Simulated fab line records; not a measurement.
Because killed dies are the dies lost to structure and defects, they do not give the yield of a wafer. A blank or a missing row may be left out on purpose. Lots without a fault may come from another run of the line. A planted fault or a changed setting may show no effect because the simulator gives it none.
Comparing a struck lot with a sound one || flow nand harc || 15 steps out of a route of 1159
Sound: these wafers, L569.2, L569.4, L569.6. Struck: wafer L576.6 (left out: L576.3, L576.4 of the same lot, which were not struck); the cause appears at the end.
At each step with rows: each side's tool, then ch and its chambers, then its first start. Under that, the readings that differ: sound wafers || struck wafers || difference of the means || sigmas: that difference in standard deviations of wafers without a fault.
alike: readings with means less than 2 such deviations apart, plus words and numbers identical on both sides. not compared: withheld readings, readings lacking a value on some wafer, bounds such as >300 that could conceal the same value, and numbers that have no deviation in the record and whose values overlap.
The two part at a step that has a row with sigmas, a row that says differs or no value, or rows on one side only. Non-overlapping numbers with no deviation appear without sigmas and do not part them. A reading that every wafer of one side lacks parts them only if that side has two wafers or more.

first, 1 step without rows for these wafers: NHARC_A_ONON_D1_DEP_12 (target thk 1000 nm).
NHARC_A_ONON_D1_THK_MEAS_14: measures by ellipsometry.
  sound: film metro-02 at day 8 10:01; struck: film metro-01 at day 10 01:47
  alike: thk nm
then, 2 steps without rows for these wafers: NHARC_A_ONON_D1_ANNEAL_15 (time 3600 s); NHARC_A_ONON_D1_DEP_16 (target thk 1000 nm).
NHARC_A_ONON_D1_THK_MEAS_18: measures by ellipsometry.
  sound: film metro-01 at day 8 17:05; struck: film metro-02 at day 10 09:42
  alike: thk nm
following that, 1 step holds no rows for these wafers, namely NHARC_A_ONON_D1_DEP_19 (target thickness 1000 nm).
NHARC_A_ONON_D1_THK_MEAS_21: measures by ellipsometry.
  sound: film metro-02 at day 8 17:47; struck: film metro-01 at day 10 10:16
  alike: thk nm
following that, 1 step holds no rows for these wafers, namely NHARC_A_ONON_D1_DEP_22 (target thickness 1000 nm).
NHARC_A_ONON_D1_THK_MEAS_24: measures by ellipsometry.
  sound: film metro-01 at day 8 18:23; struck: film metro-02 at day 10 10:50
  alike: thk nm
following that, 1 step holds no rows for these wafers, namely NHARC_A_ONON_D1_DEP_25 (target thickness 1000 nm).
NHARC_A_ONON_D1_THK_MEAS_27: measures by ellipsometry.
  sound: film metro-02 at day 8 18:57; struck: film metro-02 at day 10 11:24
  alike: thk nm
NHARC_A_ONON_D1_DEP_28: target thk 1000 nm.
  sound on pecvd onon-01 ch 0, day 8 19:04; struck on pecvd onon-01 ch 0, day 10 11:34
NHARC_A_ONON_D1_THK_MEAS_30: measures by ellipsometry.
  sound: film metro-01 at day 8 19:31; struck: film metro-02 at day 10 11:58
{"reading": "thk nm (nm)", "sound": "999 1000 999", "struck": 755, "difference": -244, "sigmas": -20}
NHARC_A_ONON_D1_DEP_33: deposits SiO2, target thk 200 nm.
  sound on pecvd-02 ch 1,2, day 8 19:37; struck on pecvd-03 ch 2, day 10 12:01
  alike: heater power w, throttle valve pct
-- break in the record here, with 11 days between the starts of the struck wafers on either side (left off in module A_ONON_D1, picked up again in module END, where the first step shown is number 1159 on the route) --
NHARC_END_SORT_01:
  the record has rows for the struck wafers here (prober-02 ch 0, day 21 22:10) and none for the sound ones

## WHERE THEY PART
Earliest at NHARC_A_ONON_D1_THK_MEAS_30; latest, in this record, at NHARC_END_SORT_01.

WHY: what the simulator had put in
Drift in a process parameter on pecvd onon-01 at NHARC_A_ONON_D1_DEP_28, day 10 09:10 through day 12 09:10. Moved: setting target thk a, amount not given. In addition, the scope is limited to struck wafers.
